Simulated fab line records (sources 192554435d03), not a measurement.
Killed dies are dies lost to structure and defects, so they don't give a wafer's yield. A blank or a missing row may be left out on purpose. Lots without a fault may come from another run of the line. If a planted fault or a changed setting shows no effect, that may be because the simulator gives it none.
Chamber matching ; flow n5_finfet ; uv_cure-03 running N5_BEOL_M5_CURE_80: 3 sister chambers
The step cures SiCOH lowk, time 120 s. 3 wafers are shown with their chamber, then 11 later ones without.

== WAFERS WITH THEIR CHAMBER ==
wafer;chamber;wafer_temp_C_max
L074.6;1;371.4
L086.5;0;371.5
L088.3;2;371.6

== WAFERS WITHOUT THEIR CHAMBER ==
wafer;wafer_temp_C_max
L088.5;371.3
L088.6;372.2
L089.1;371.8
L089.2;371.8
L089.3;371.6
L093.1;371.1
L093.3;371.0
L093.5;370.9
L094.1;371.7
L094.4;371.4
L094.5;371.8

== THE CHAMBER EACH PASSED THROUGH ==
wafer;from the rows above;in truth
L088.5;can't be placed: 1 or 0 or 2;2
L088.6;can't be placed: 2 or 0 or 1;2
L089.1;can't be placed: 2 or 0 or 1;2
L089.2;can't be placed: 2 or 0 or 1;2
L089.3;can't be placed: 2 or 0 or 1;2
L093.1;can't be placed: 1 or 0 or 2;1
L093.3;can't be placed: 1 or 0 or 2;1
L093.5;can't be placed: 1 or 0 or 2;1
L094.1;can't be placed: 2 or 0 or 1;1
L094.4;can't be placed: 1 or 0 or 2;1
L094.5;can't be placed: 2 or 0 or 1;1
Correctly placed: 0 of 11. Cannot be placed on the basis of these rows: 11; the candidates contain the true chamber in 11. Wrongly placed: 0.
How it was worked out, from the rows above alone: a wafer's distance from a chamber is the root of the sum, over the readings, of the square of ((its reading less the chamber's mean) divided by the reading's scatter). The wafer belongs to the nearest chamber; if the next one is less than 2 further off, it can't be placed. For every chamber, the mean is computed from those of its wafers that are shown. The scatter: root of mean squared gap, hidden wafer to nearest shown wafer, with one shown wafer a chamber.
